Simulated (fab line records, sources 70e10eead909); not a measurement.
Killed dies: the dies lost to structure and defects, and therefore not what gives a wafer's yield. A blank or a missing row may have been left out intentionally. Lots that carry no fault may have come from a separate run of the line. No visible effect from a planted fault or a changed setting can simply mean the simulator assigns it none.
fab line records	flow nand-harc
record: lots: 12	wafers: 36	last-day: 33
route steps=1302 shown P_ZERO_WELL@46 P_STI@88 P_GATE@170 END@1302
lots that met no fault: taken from a fault-free run of the same line
start-h: hours from the record's opening day to when the first of the lot's shown wafers began	wait-h: hours elapsed since this lot's preceding step	" unchanged from the row above	L1.1+2: a row that stands for several wafers	- no value, or no start given	* or withheld: withheld	< > ~ a bound
route shown NAME@n: NAME is a module with steps in the file, n the number in the route of the first one	usual: the fault-free wafers' mean and standard deviation	same: alike in all rows	chamber/n: place in a boat	sites: per-site readings	_std_site: how widely they spread, as a standard deviation	_edge_site: outer sites' mean less inner sites'	radius-mm: how far each site lies from the wafer's centre	mask NAME#n: copy n	behind: the tool/chamber that last shaped the wafer	hold: what put the lot on hold/how long, in hours/how the hold closed	device: which transistor (n, p or np) failed to switch	end of line: the same wafers' tests at the end of the route	step lacking rows: just its recipe	killed: dies that structure and defects cost at the first sort, which is not the same as the wafer's yield	map: a wafer's dies, marking killed ones x, the rest . and places with no die _
set.NAME: the setting the step ran with; set.NAME@STEP: the setting that earlier step ran with	model.NAME: the simulator's own value behind a step, which no gauge read
steps of the route over a sample of lots; a table a step, a row a wafer
services: from which hour (start-h, from the record's first day; less than 0 if before it) a tool's chamber was out of use, for how many hours, and why
== steps ==
step: NHARC_P_ZERO_WELL_DESCUM_39
recipe: time-s: 3	o2-flow-sccm: 200	ar-flow-sccm: 0	bias-power-w: 0	chemistry: O2
usual: drypump-motor-current-A: 5.8/0.39	oes-product-au: 1.003/0.0093	rf-vpp-V: 57.9/0.98	showerhead-plenum-p-Torr: 1.93/0.088	throttle-valve-pct: 11.312/0.0087
lot.wafer	tool	chamber	start-h	wait-h	drypump-motor-current-A	oes-product-au	rf-hours-counter-h	rf-vpp-V	showerhead-plenum-p-Torr	throttle-valve-pct
L410.3	rie-diel-02	2	114.18	-	5.6	1.012	22	56.5	1.79	11.309
L410.1	"	0	"	"	6.2	1.008	16	57.5	1.84	11.319
L410.5	"	3	"	"	5.7	1.006	-	58.2	1.96	11.306
L411.2	rie-diel-13	3	124.34	-	5.9	0.997	45	58.7	1.96	11.306
L411.4	"	0	"	"	5.9	0.994	40	59.9	2.01	11.320
L411.5	"	1	"	"	5.9	0.983	-	56.1	1.99	11.313
L413.3	rie-diel-02	1	144.45	-	5.1	1.011	26	57.3	2.02	11.308
L413.2	"	0	"	"	6.3	1.001	22	58.0	1.84	11.307
L413.6	"	2	"	"	5.6	1.020	-	57.5	1.79	11.312
L414.4	rie-diel-09	3	159.89	-	4.9	1.010	3	57.7	1.86	11.320
L414.3	"	0	"	"	6.2	1.013	3	59.0	2.08	11.301
L414.6	"	2	"	"	6.4	1.012	-	59.6	2.02	11.312
L415.4	rie-diel-09	3	164.89	-	5.0	1.014	7	56.7	1.86	11.300
L415.1	"	2	"	"	6.3	1.005	5	57.6	2.02	11.319
L415.5	"	3	"	"	5.0	1.001	-	57.7	1.86	11.311
L416.1	rie-diel-13	2	174.95	-	5.7	0.991	0	58.2	1.86	11.298
L416.4	"	3	"	"	5.9	1.008	0	58.4	1.95	11.318
L416.6	"	3	"	"	5.9	1.001	-	57.9	1.95	11.307
L417.1	rie-diel-09	1	184.17	-	5.5	1.005	12	56.8	1.96	11.326
L417.6	"	2	"	"	6.4	1.004	-	59.0	2.02	11.312
L417.5	"	1	"	"	5.5	1.014	-	59.2	1.96	11.309
L418.3	rie-diel-02	0	194.41	-	6.3	1.019	51	58.8	1.83	11.303
L418.2	"	1	"	"	5.1	1.003	53	57.6	2.01	11.313
L418.6	"	0	"	"	6.3	1.011	-	57.9	1.83	11.305
L419.4	rie-diel-02	2	204.46	-	5.6	1.011	53	55.7	1.78	11.292
L419.5	"	1	"	"	5.2	0.989	-	56.5	2.01	11.325
L419.6	"	2	"	"	5.6	1.005	-	58.2	1.78	11.321
L421.4	rie-diel-13	0	224.40	-	5.8	0.995	12	57.3	2.00	11.331
L421.1	"	1	"	"	6.0	1.006	13	57.2	1.98	11.311
L421.2	"	2	"	"	5.8	1.007	13	58.0	1.86	11.315
L423.4	rie-diel-13	0	244.36	-	5.9	1.012	18	57.5	2.00	11.322
L423.2	"	2	"	"	5.7	1.004	19	56.4	1.86	11.299
L423.5	"	0	"	"	5.9	1.008	-	57.6	1.99	11.328
L424.4	rie-diel-02	1	254.25	-	5.1	1.010	13	58.1	2.00	11.310
L424.2	"	3	"	"	5.7	1.001	10	56.7	1.95	11.299
L424.5	"	2	"	"	5.6	0.990	-	57.0	1.77	11.326
step: NHARC_P_STI_ETCH_42
recipe: target-depth-a: 800	overetch-a: 240	time-s: 61	ion-energy-ev: 200	n2-flow-sccm: 150	h2-flow-sccm: 150	ar-flow-sccm: 0	rf-w: 400	bias-w: 150	chemistry: N2/H2
usual: bias-w: 150.0/0.43	chamber-pressure-mTorr: 30.00/0.04	drypump-motor-current-A: 5.8/0.33	oes-product-au: 1.003/0.009	rf-vpp-V: 429.2/3	showerhead-plenum-p-Torr: 1.99/0.1	throttle-valve-pct: 14.171/0.0087
lot.wafer	tool	chamber	start-h	wait-h	bias-w	chamber-pressure-mTorr	drypump-motor-current-A	oes-product-au	rf-hours-counter-h	rf-vpp-V	showerhead-plenum-p-Torr	throttle-valve-pct
L410.3	rie-diel-01	1	135.58	0.1	-	-	-	-	-	-	-	-
L410.1	"	3	"	"	-	-	-	-	-	-	-	-
L410.5	"	1	"	"	-	-	-	-	-	-	-	-
L411.2	rie-diel-04	1	146.75	0.1	-	-	-	-	-	-	-	-
L411.4	"	2	"	"	-	-	-	-	-	-	-	-
L411.5	"	0	"	"	-	-	-	-	-	-	-	-
L413.2	rie-diel-04	1	159.98	0.1	150.3	29.99	6.6	1.001	9	425.4	1.89	14.155
L413.3	"	3	"	"	149.6	29.98	5.5	0.998	10	429.8	2.05	14.180
L413.6	"	2	"	"	150.1	30.00	5.8	1.007	-	426.6	1.92	14.180
L415.1	rie-diel-11	3	180.40	0.1	150.5	30.02	5.8	0.979	6	433.8	2.19	14.178
L415.4	"	0	"	"	150.0	30.00	5.7	1.014	7	431.4	2.05	14.164
L415.5	"	2	"	"	151.0	29.99	5.3	1.021	-	430.5	2.07	14.162
L414.3	rie-diel-01	0	180.55	0.1	150.2	30.05	6.0	0.998	7	430.0	2.01	14.172
L414.4	"	1	"	"	150.3	30.00	5.9	1.013	7	427.1	1.91	14.165
L414.6	"	3	"	"	149.6	29.97	6.0	1.007	-	426.8	1.92	14.173
L416.1	rie-diel-04	2	193.40	0.1	149.8	29.99	5.8	0.997	0	426.7	1.92	14.162
L416.4	"	0	"	"	149.7	29.96	5.3	1.000	-	426.8	1.89	14.154
L416.6	"	3	"	"	150.0	30.00	5.5	0.998	-	430.2	2.04	14.177
L417.1	rie-diel-04	2	202.56	0.1	150.0	29.97	5.8	1.002	0	428.2	1.92	14.170
L417.6	"	0	"	"	149.2	29.99	5.4	0.992	-	426.2	1.89	14.169
L417.5	"	1	"	"	150.4	30.05	6.6	1.026	-	425.9	1.89	14.167
L418.2	rie-diel-11	2	212.59	0.1	150.4	29.98	5.3	1.007	9	431.1	2.07	14.167
L418.3	"	3	"	"	150.0	30.03	5.8	0.981	9	434.9	2.19	14.157
L418.6	"	0	"	"	150.9	30.00	5.7	0.997	-	432.8	2.05	14.168
L419.4	rie-diel-01	2	223.46	0.1	150.1	30.01	5.7	1.014	0	426.8	1.91	14.174
L419.6	"	2	"	"	150.6	30.03	5.7	1.019	-	428.1	1.91	14.176
L419.5	"	3	"	"	150.5	29.98	6.0	1.010	-	426.7	1.92	14.181
L421.4	rie-diel-04	0	243.44	0.1	150.2	29.97	5.3	0.996	3	426.0	1.89	14.162
L421.1	"	1	"	"	150.0	30.02	6.5	1.024	2	427.0	1.89	14.169
L421.2	"	2	"	"	150.1	30.00	5.8	1.005	3	425.8	1.92	14.166
L423.4	rie-diel-01	3	266.22	0.1	150.3	30.01	6.0	1.015	2	428.1	1.92	14.160
L423.2	"	0	"	"	150.1	30.01	6.0	0.991	2	429.5	2.01	14.169
L423.5	"	2	"	"	149.3	29.99	5.7	1.006	-	428.0	1.91	14.166
L424.4	rie-diel-01	1	274.31	0.1	149.7	29.98	5.9	1.014	3	425.7	1.91	14.173
L424.2	"	2	"	"	150.2	30.02	5.6	1.011	3	426.8	1.91	14.172
L424.5	"	1	"	"	149.9	29.94	5.9	1.002	-	426.0	1.91	14.177
step: NHARC_P_GATE_CD_MEAS_46
recipe: target-cd-nm: 720	landing-energy-ev: 500
usual: cd-nm: 718.9/2.3
lot.wafer	tool	chamber	start-h	wait-h	cd-nm
L413.2	cd-sem-02	0	224.58	-	715.3
L413.3	"	0	"	"	718.5
L413.6	"	0	"	"	716.4
L414.3	cd-sem-03	0	256.32	-	717.9
L414.4	"	0	"	"	716.8
L414.6	"	0	"	"	718.5
L416.1	cd-sem-03	0	256.76	-	716.7
L416.4	"	0	"	"	714.3
L416.6	"	0	"	"	715.7
L415.1	cd-sem-02	0	259.66	-	717.3
L415.4	"	0	"	"	717.1
L415.5	"	0	"	"	717.4
L417.1	cd-sem-01	0	270.74	-	723.6
L417.5	"	0	"	"	722.9
L417.6	"	0	"	"	720.8
L418.2	cd-sem-02	0	274.92	-	719.2
L418.3	"	0	"	"	716.1
L418.6	"	0	"	"	715.1
L419.4	cd-sem-01	0	293.16	-	717.8
L419.5	"	0	"	"	715.3
L419.6	"	0	"	"	718.0
L421.1	cd-sem-03	0	308.97	-	719.4
L421.2	"	0	"	"	720.5
L421.4	"	0	"	"	722.0
L423.2	cd-sem-01	0	329.34	-	721.0
L423.4	"	0	"	"	718.3
L423.5	"	0	"	"	719.2
L424.2	cd-sem-01	0	333.90	-	717.4
L424.4	"	0	"	"	718.3
L424.5	"	0	"	"	717.7
step: NHARC_P_GATE_CD_MEAS_91
recipe: target-cd-nm: 2000	landing-energy-ev: 500
usual: cd-nm: 1998.8/1.6
lot.wafer	tool	chamber	start-h	wait-h	cd-nm
L413.2	cd-sem-02	0	228.03	-	1999.9
L413.3	"	0	"	"	2000.1
L413.6	"	0	"	"	1999.3
L414.3	cd-sem-02	0	259.79	-	1997.1
L414.4	"	0	"	"	2000.7
L414.6	"	0	"	"	1999.4
L416.1	cd-sem-02	0	260.48	-	2001.8
L416.4	"	0	"	"	1998.1
L416.6	"	0	"	"	1998.1
L415.1	cd-sem-02	0	262.99	-	1997.4
L415.4	"	0	"	"	1999.3
L415.5	"	0	"	"	1997.7
L417.1	cd-sem-01	0	274.12	-	1995.4
L417.5	"	0	"	"	2000.1
L417.6	"	0	"	"	1998.0
L418.2	cd-sem-03	0	278.39	-	2000.2
L418.3	"	0	"	"	1998.4
L418.6	"	0	"	"	2000.3
L419.4	cd-sem-03	0	296.40	-	1999.5
L419.5	"	0	"	"	1997.2
L419.6	"	0	"	"	2001.4
L421.1	cd-sem-02	0	312.42	-	1996.2
L421.2	"	0	"	"	1998.9
L421.4	"	0	"	"	1998.6
L423.2	cd-sem-03	0	333.69	-	1997.4
L423.4	"	0	"	"	1998.3
L423.5	"	0	"	"	2001.1
L424.2	cd-sem-01	0	337.37	-	1999.4
L424.4	"	0	"	"	1996.5
L424.5	"	0	"	"	1998.0
step: NHARC_END_SORT_01
recipe: temp-c: 25
usual: killed-at-array: 58/18	killed-at-other: 1.0/1.5	killed-at-periphery: 4/3.1	killed-dies: 64/18	killed-open: 3.4/1.9	killed-short: 2.7/1.7
same: gross-dies: 677
lot.wafer	tool	chamber	start-h	wait-h	hold	killed-at-array	killed-at-other	killed-at-periphery	killed-dies	killed-open	killed-short
L411.2	prober-01	0	671.32	2.8	await-dispo/6.5h/scrap	45	1	631	677	3	3
L411.4	prober-01	0	672.92	3.4	await-dispo/6.5h/scrap	62	0	615	677	5	2
L411.5	prober-01	0	673.73	3.7	await-dispo/6.5h/scrap	53	1	623	677	4	5
L413.2	prober-02	0	671.36	2.8	-	56	1	4	61	5	4
L413.3	prober-02	0	672.16	3.1	-	63	2	2	67	5	2
L413.6	prober-02	0	674.56	4.0	-	55	0	4	59	2	3
L410.1	prober-02	0	678.37	2.5	await-dispo/4.3h/scrap	49	2	626	677	4	1
L410.3	prober-02	0	680.00	3.1	await-dispo/4.3h/scrap	60	0	617	677	4	0
L410.5	prober-02	0	681.62	3.8	await-dispo/4.3h/scrap	57	0	620	677	4	1
L416.1	prober-01	0	700.38	2.5	-	60	0	9	69	2	4
L416.4	prober-01	0	702.78	3.4	-	65	0	7	72	5	2
L416.6	prober-01	0	704.38	4.0	-	54	1	4	59	1	1
L415.1	prober-02	0	710.93	2.5	-	39	0	3	42	6	2
L415.4	prober-02	0	713.30	3.4	-	40	0	5	45	2	4
L415.5	prober-02	0	714.10	3.7	-	46	0	6	52	1	4
L414.3	prober-01	0	712.50	3.1	-	72	0	3	75	3	5
L414.4	prober-01	0	713.30	3.4	-	81	0	0	81	1	5
L414.6	prober-01	0	714.89	4.0	-	84	0	4	88	9	1
L418.2	prober-02	0	729.72	2.8	-	82	2	4	88	6	4
L418.3	prober-02	0	730.52	3.1	-	60	1	6	67	3	0
L418.6	prober-02	0	732.91	4.0	-	65	0	2	67	0	4
L417.1	prober-01	0	743.36	2.5	-	72	0	1	73	4	0
L417.5	prober-01	0	746.63	3.8	-	73	0	3	76	4	3
L417.6	prober-01	0	747.44	4.1	-	80	1	5	86	3	0
L419.4	prober-01	0	769.13	3.4	-	23	1	6	30	1	5
L419.5	prober-01	0	769.94	3.7	-	25	1	2	28	4	2
L419.6	prober-01	0	770.75	4.1	-	26	4	5	35	5	5
L421.1	prober-02	0	776.75	2.5	-	73	1	3	77	2	1
L421.2	prober-02	0	777.57	2.8	-	71	1	4	76	2	4
L421.4	prober-02	0	779.19	3.4	-	69	6	8	83	5	4
L423.2	prober-01	0	791.20	2.8	-	66	0	8	74	4	3
L423.4	prober-01	0	792.79	3.4	-	56	0	2	58	0	4
L423.5	prober-01	0	793.59	3.7	-	70	0	3	73	3	5
L424.2	prober-02	0	796.85	2.8	-	40	0	0	40	6	1
L424.4	prober-02	0	798.48	3.5	-	43	1	3	47	1	2
L424.5	prober-02	0	799.30	3.8	-	43	0	3	46	5	1
killed by level:class
L411.2 P_STI:area-etch=623 A_CHANNEL_HOLE_D1:chamber-film-flake=31 A_CONTACT:chamber-film-flake=5 P_M0:chamber-film-flake=3 P_CONTACT:geometric-particle:short=1 A_SOURCE_PLATE:geometric-particle:open=1 A_ONON_D2:geometric-particle:open=1 A_SGD_CUT:geometric-particle:open=1
L413.2 A_SLIT:chamber-film-flake=22 A_CHANNEL_HOLE_D2:chamber-film-flake=14 A_CHANNEL_HOLE_D1:chamber-film-flake=5 P_BONDPAD:chamber-film-flake=2 A_DECK1_JOINT:chamber-film-flake=2 A_STAIRCASE:chamber-film-flake=2 A_ONON_D1:geometric-particle:open=1 A_CHANNEL_FILL_D1:geometric-particle:short=1
L413.3 A_SLIT:chamber-film-flake=29 A_CHANNEL_HOLE_D2:chamber-film-flake=11 A_CHANNEL_HOLE_D1:chamber-film-flake=5 A_CONTACT:chamber-film-flake=5 A_WL_FILL:chamber-film-flake=3 P_BONDPAD:chamber-film-flake=2 A_DECK1_JOINT:chamber-film-flake=2 A_SOURCE_PLATE:geometric-particle:short=1
L411.4 P_STI:area-etch=609 A_CHANNEL_HOLE_D1:chamber-film-flake=42 A_CONTACT:chamber-film-flake=6 P_STI:chamber-film-flake=2 P_BONDPAD:chamber-film-flake=2 A_WL_FILL:chamber-film-flake=2 P_M0:geometric-particle:open=1 A_CHANNEL_FILL_D1:geometric-particle:open=1
L411.5 P_STI:area-etch=612 A_CHANNEL_HOLE_D1:chamber-film-flake=34 P_BONDPAD:chamber-film-flake=5 A_DECK1_JOINT:chamber-film-flake=4 A_STAIRCASE:chamber-film-flake=3 A_WL_FILL:chamber-film-flake=2 P_CONTACT:geometric-particle:open=1 P_CONTACT:geometric-particle:short=1
L413.6 A_SLIT:chamber-film-flake=28 A_CHANNEL_HOLE_D1:chamber-film-flake=7 A_CONTACT:chamber-film-flake=6 A_CHANNEL_HOLE_D2:chamber-film-flake=5 A_SGD_CUT:geometric-particle:short=2 P_BONDPAD:chamber-film-flake=2 A_DECK1_JOINT:chamber-film-flake=2 A_STAIRCASE:chamber-film-flake=2
L410.1 P_STI:area-etch=623 A_SLIT:chamber-film-flake=35 A_CHANNEL_HOLE_D2:chamber-film-flake=5 A_DECK1_JOINT:chamber-film-flake=2 A_STAIRCASE:chamber-film-flake=2 THIN_TSV:chamber-film-flake=2 P_CONTACT:geometric-particle:open=1 P_M1:geometric-particle:open=1
L410.3 P_STI:area-etch=614 A_SLIT:chamber-film-flake=27 A_CHANNEL_HOLE_D2:chamber-film-flake=12 A_CHANNEL_HOLE_D1:chamber-film-flake=5 A_STAIRCASE:chamber-film-flake=3 A_CONTACT:chamber-film-flake=3 A_M0:geometric-particle:open=2 P_M2:chamber-film-flake=2
L410.5 P_STI:area-etch=617 A_SLIT:chamber-film-flake=31 A_CHANNEL_HOLE_D2:chamber-film-flake=12 A_CONTACT:chamber-film-flake=3 P_ZERO_WELL:chamber-film-flake=2 A_CHANNEL_HOLE_D1:chamber-film-flake=2 P_CONTACT:geometric-particle:open=1 A_CHANNEL_FILL_D1:geometric-particle:open=1
L416.1 A_SLIT:chamber-film-flake=25 A_CHANNEL_HOLE_D2:chamber-film-flake=18 P_STI:chamber-film-flake=4 A_CONTACT:chamber-film-flake=4 P_GATE:chamber-film-flake=2 P_ZERO_WELL:chamber-film-flake=2 A_CHANNEL_HOLE_D1:chamber-film-flake=2 A_STAIRCASE:chamber-film-flake=2
L416.4 A_SLIT:chamber-film-flake=25 A_CHANNEL_HOLE_D2:chamber-film-flake=16 A_CHANNEL_HOLE_D1:chamber-film-flake=5 A_STAIRCASE:chamber-film-flake=5 A_WL_FILL:chamber-film-flake=4 P_ZERO_WELL:chamber-film-flake=3 A_CONTACT:chamber-film-flake=3 P_M0:geometric-particle:open=2
L416.6 A_SLIT:chamber-film-flake=31 A_CHANNEL_HOLE_D2:chamber-film-flake=12 A_STAIRCASE:chamber-film-flake=4 A_CHANNEL_HOLE_D1:chamber-film-flake=3 P_ZERO_WELL:chamber-film-flake=2 A_CONTACT:chamber-film-flake=2 P_CONTACT:geometric-particle:open=1 A_ONON_D1:geometric-particle:short=1
L415.1 A_CHANNEL_HOLE_D1:chamber-film-flake=8 A_STAIRCASE:chamber-film-flake=8 P_CONTACT:chamber-film-flake=3 A_SLIT:chamber-film-flake=3 A_CONTACT:chamber-film-flake=3 A_M1:chamber-film-flake=3 A_CHANNEL_FILL_D1:chamber-film-flake=2 A_SOURCE_PLATE:geometric-particle:open=1
L414.3 A_SLIT:chamber-film-flake=32 A_CHANNEL_HOLE_D1:chamber-film-flake=24 A_STAIRCASE:chamber-film-flake=3 A_DECK1_JOINT:geometric-particle:short=2 A_WL_FILL:geometric-particle:short=2 A_BLC:geometric-particle:open=2 A_CHANNEL_FILL_D1:chamber-film-flake=2 A_CONTACT:chamber-film-flake=2
L414.4 A_SLIT:chamber-film-flake=36 A_CHANNEL_HOLE_D1:chamber-film-flake=30 A_CONTACT:chamber-film-flake=3 A_STAIRCASE:chamber-film-flake=2 A_WL_FILL:chamber-film-flake=2 A_ONON_D1:geometric-particle:short=1 A_ONON_D2:geometric-particle:short=1 A_CHANNEL_HOLE_D2:geometric-particle:short=1
L415.4 A_CHANNEL_HOLE_D1:chamber-film-flake=9 A_STAIRCASE:chamber-film-flake=6 A_CONTACT:chamber-film-flake=5 A_M1:chamber-film-flake=5 P_CONTACT:chamber-film-flake=4 A_SLIT:chamber-film-flake=4 A_CHANNEL_FILL_D1:geometric-particle:short=2 A_WL_FILL:chamber-film-flake=2
L415.5 A_SLIT:chamber-film-flake=11 A_CHANNEL_HOLE_D1:chamber-film-flake=10 A_CONTACT:chamber-film-flake=8 A_STAIRCASE:chamber-film-flake=7 A_CHANNEL_FILL_D1:chamber-film-flake=3 A_ONON_D1:geometric-particle:short=2 A_DECK1_JOINT:geometric-particle:short=2 P_ZERO_WELL:chamber-film-flake=2
L414.6 A_CHANNEL_HOLE_D1:chamber-film-flake=36 A_SLIT:chamber-film-flake=36 P_GATE:chamber-film-flake=2 P_GATE:geometric-particle:open=1 A_ONON_D1:geometric-particle:short=1 A_CHANNEL_HOLE_D1:geometric-particle:open=1 A_ONON_D2:geometric-particle:open=1 A_CHANNEL_HOLE_D2:geometric-particle:open=1
L418.2 A_SLIT:chamber-film-flake=27 A_CHANNEL_HOLE_D2:chamber-film-flake=20 A_CONTACT:chamber-film-flake=11 A_CHANNEL_HOLE_D1:chamber-film-flake=6 A_STAIRCASE:chamber-film-flake=4 P_M2:chamber-film-flake=3 A_DECK1_JOINT:geometric-particle:open=2 A_WL_FILL:geometric-particle:open=2
L418.3 A_SLIT:chamber-film-flake=29 A_CHANNEL_HOLE_D2:chamber-film-flake=13 A_CHANNEL_HOLE_D1:chamber-film-flake=7 A_CONTACT:chamber-film-flake=5 A_STAIRCASE:chamber-film-flake=4 P_M2:chamber-film-flake=2 P_M0:geometric-particle:open=1 A_CHANNEL_FILL_D2:geometric-particle:open=1
L418.6 A_SLIT:chamber-film-flake=29 A_CHANNEL_HOLE_D2:chamber-film-flake=12 A_CONTACT:chamber-film-flake=6 A_STAIRCASE:chamber-film-flake=5 A_CHANNEL_HOLE_D1:chamber-film-flake=4 A_CHANNEL_FILL_D1:chamber-film-flake=2 A_CHANNEL_FILL_D2:chamber-film-flake=2 A_ONON_D1:geometric-particle:short=1
L417.1 A_CHANNEL_HOLE_D1:chamber-film-flake=39 A_CHANNEL_HOLE_D2:chamber-film-flake=16 A_SLIT:chamber-film-flake=7 A_CONTACT:chamber-film-flake=3 A_STAIRCASE:chamber-film-flake=3 A_CHANNEL_FILL_D2:geometric-particle:open=2 A_SGD_CUT:geometric-particle:open=1 A_M0:geometric-particle:open=1
L417.5 A_CHANNEL_HOLE_D1:chamber-film-flake=31 A_CHANNEL_HOLE_D2:chamber-film-flake=21 A_CONTACT:chamber-film-flake=5 A_SLIT:chamber-film-flake=4 A_STAIRCASE:chamber-film-flake=3 A_CHANNEL_FILL_D1:chamber-film-flake=2 A_CHANNEL_FILL_D2:chamber-film-flake=2 P_STI:geometric-particle:short=1
L417.6 A_CHANNEL_HOLE_D1:chamber-film-flake=28 A_CHANNEL_HOLE_D2:chamber-film-flake=27 A_CONTACT:chamber-film-flake=9 A_STAIRCASE:chamber-film-flake=7 A_SLIT:chamber-film-flake=5 P_STI:chamber-film-flake=4 P_M0:geometric-particle:open=1 A_CHANNEL_FILL_D1:geometric-particle:open=1
L419.4 A_SLIT:chamber-film-flake=10 A_CHANNEL_HOLE_D1:chamber-film-flake=4 P_GATE:chamber-film-flake=2 A_STAIRCASE:chamber-film-flake=2 A_WL_FILL:chamber-film-flake=2 P_M0:geometric-particle:open=1 P_M1:geometric-particle:short=1 A_CHANNEL_HOLE_D1:geometric-particle:short=1
L419.5 A_CHANNEL_HOLE_D1:chamber-film-flake=9 A_SLIT:chamber-film-flake=4 A_CHANNEL_FILL_D2:geometric-particle:open=2 A_ZERO_WELL:chamber-film-flake=2 A_CONTACT:chamber-film-flake=2 A_ONON_D1:geometric-particle:short=1 A_CHANNEL_FILL_D1:geometric-particle:short=1 A_ONON_D2:geometric-particle:open=1
L419.6 A_CHANNEL_HOLE_D1:chamber-film-flake=11 A_SLIT:chamber-film-flake=7 THIN_TSV:chamber-film-flake=3 A_M0:geometric-particle:short=2 P_STI:chamber-film-flake=2 P_GATE:geometric-particle:open=1 P_M0:geometric-particle:open=1 A_ONON_D1:geometric-particle:open=1
L421.1 A_SLIT:chamber-film-flake=30 A_CONTACT:chamber-film-flake=15 A_CHANNEL_HOLE_D2:chamber-film-flake=12 A_CHANNEL_HOLE_D1:chamber-film-flake=8 A_STAIRCASE:chamber-film-flake=3 P_CONTACT:chamber-film-flake=2 A_BLC:chamber-film-flake=2 P_M1:geometric-particle:open=1
L421.2 A_CHANNEL_HOLE_D2:chamber-film-flake=18 A_SLIT:chamber-film-flake=18 A_CONTACT:chamber-film-flake=12 A_CHANNEL_HOLE_D1:chamber-film-flake=8 A_BONDPAD:chamber-film-flake=7 A_ONON_D2:geometric-particle:short=2 P_ZERO_WELL:chamber-film-flake=2 P_GATE:chamber-film-flake=2
L421.4 A_SLIT:chamber-film-flake=30 A_CHANNEL_HOLE_D2:chamber-film-flake=11 A_CONTACT:chamber-film-flake=10 A_CHANNEL_HOLE_D1:chamber-film-flake=8 THIN_TSV:chamber-film-flake=6 A_BLC:geometric-particle:open=3 P_ZERO_WELL:chamber-film-flake=3 P_M0:geometric-particle:short=2
L423.2 A_SLIT:chamber-film-flake=34 A_CHANNEL_HOLE_D2:chamber-film-flake=22 A_WL_FILL:chamber-film-flake=3 A_M0:geometric-particle:short=2 P_ZERO_WELL:chamber-film-flake=2 P_GATE:chamber-film-flake=2 A_CHANNEL_FILL_D1:chamber-film-flake=2 P_M1:geometric-particle:open=1
L423.4 A_SLIT:chamber-film-flake=24 A_CHANNEL_HOLE_D2:chamber-film-flake=19 A_STAIRCASE:chamber-film-flake=3 A_CHANNEL_FILL_D2:geometric-particle:short=2 A_WL_FILL:chamber-film-flake=2 A_CONTACT:chamber-film-flake=2 A_SGD_CUT:geometric-particle:short=1 A_BONDPAD:geometric-particle:short=1
L423.5 A_SLIT:chamber-film-flake=35 A_CHANNEL_HOLE_D2:chamber-film-flake=22 A_CONTACT:chamber-film-flake=3 P_CONTACT:geometric-particle:open=1 P_M0:geometric-particle:short=1 A_SOURCE_PLATE:geometric-particle:short=1 A_ONON_D2:geometric-particle:short=1 A_WL_FILL:geometric-particle:short=1
L424.2 A_CHANNEL_HOLE_D1:chamber-film-flake=14 A_CONTACT:chamber-film-flake=10 A_SLIT:chamber-film-flake=6 A_M0:geometric-particle:open=2 A_CHANNEL_FILL_D1:geometric-particle:open=1 A_CHANNEL_FILL_D2:geometric-particle:open=1 A_WL_FILL:geometric-particle:open=1 A_M0:geometric-particle:short=1
L424.4 A_CHANNEL_HOLE_D1:chamber-film-flake=16 A_SLIT:chamber-film-flake=12 A_CONTACT:chamber-film-flake=7 P_GATE:chamber-film-flake=2 A_STAIRCASE:chamber-film-flake=2 P_M0:geometric-particle:open=1 A_ONON_D1:geometric-particle:short=1 A_DECK1_JOINT:geometric-particle:short=1
L424.5 A_CHANNEL_HOLE_D1:chamber-film-flake=19 A_SLIT:chamber-film-flake=9 A_CONTACT:chamber-film-flake=6 P_GATE:chamber-film-flake=2 A_ZERO_WELL:chamber-film-flake=2 P_CONTACT:geometric-particle:short=1 A_ONON_D1:geometric-particle:open=1 A_CHANNEL_FILL_D1:geometric-particle:open=1
== services ==
tool	chamber	start-h	hours	kind
rie-diel-02	0	97.83	-	clean
rie-diel-02	1	97.83	-	clean
rie-diel-02	2	97.83	-	clean
rie-diel-02	3	97.83	-	clean
rie-diel-09	3	115.86	2.5	repair
rie-diel-13	0	130.13	4.5	repair
rie-diel-09	-	143.44	9.0	pm
rie-diel-13	-	165.00	9.0	pm
rie-diel-04	-	178.05	9.0	pm
rie-diel-02	1	178.38	1.9	repair
rie-diel-11	0	181.97	2.7	repair
rie-diel-09	3	184.09	7.9	repair
rie-diel-02	3	190.03	5.8	repair
rie-diel-01	-	203.90	9.0	pm
rie-diel-11	1	204.07	6.1	repair
rie-diel-04	3	215.27	6.1	repair
rie-diel-02	-	217.00	9.0	pm
rie-diel-11	3	225.47	24.4	repair
rie-diel-04	1	248.09	6.2	repair
rie-diel-02	-	248.82	0.7	repair
rie-diel-09	-	254.12	1.5	repair
rie-diel-11	-	255.50	9.0	pm
rie-diel-09	0	261.94	10.0	repair
rie-diel-02	1	264.82	3.1	repair
== key ==
first-sign: step: NHARC_P_STI_ETCH_42	reading: tool-record	direction: missing
effect: step: NHARC_END_SORT_01	reading: killed-at-periphery	direction: up	sigmas: 99+	usual: 4	struck: 622
more-kills-born-at: NHARC_P_STI_ETCH_42@rie-diel-01: 1854	NHARC_P_STI_ETCH_42@rie-diel-04: 1844
met-at NHARC_P_STI_ETCH_42
struck-lots L410,L411
later-rows-left-out L410.1,L410.3,L410.5,L411.2,L411.4,L411.5
tester-left-out L410,L411
not-acting-at NHARC_P_ZERO_WELL_DESCUM_39,NHARC_P_GATE_CD_MEAS_46,NHARC_P_GATE_CD_MEAS_91
fault: kind: skipped-step-whole	tool: rie-diel-01,rie-diel-04	chamber: -	onset-h: 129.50	steps: NHARC_P_STI_ETCH_42	scope: struck-lots-only
tester-left-out: of these lots the tester's yield and bins aren't shown, on N5 and GAA mostly nor the transistor test; their killed dies are dies lost to structure and defects alone, not to doping, threshold or leakage, so they don't give the yield
later-rows-left-out: the simulator's readings of these wafers behind a module that went badly wrong aren't trusted and aren't shown, but for the sort
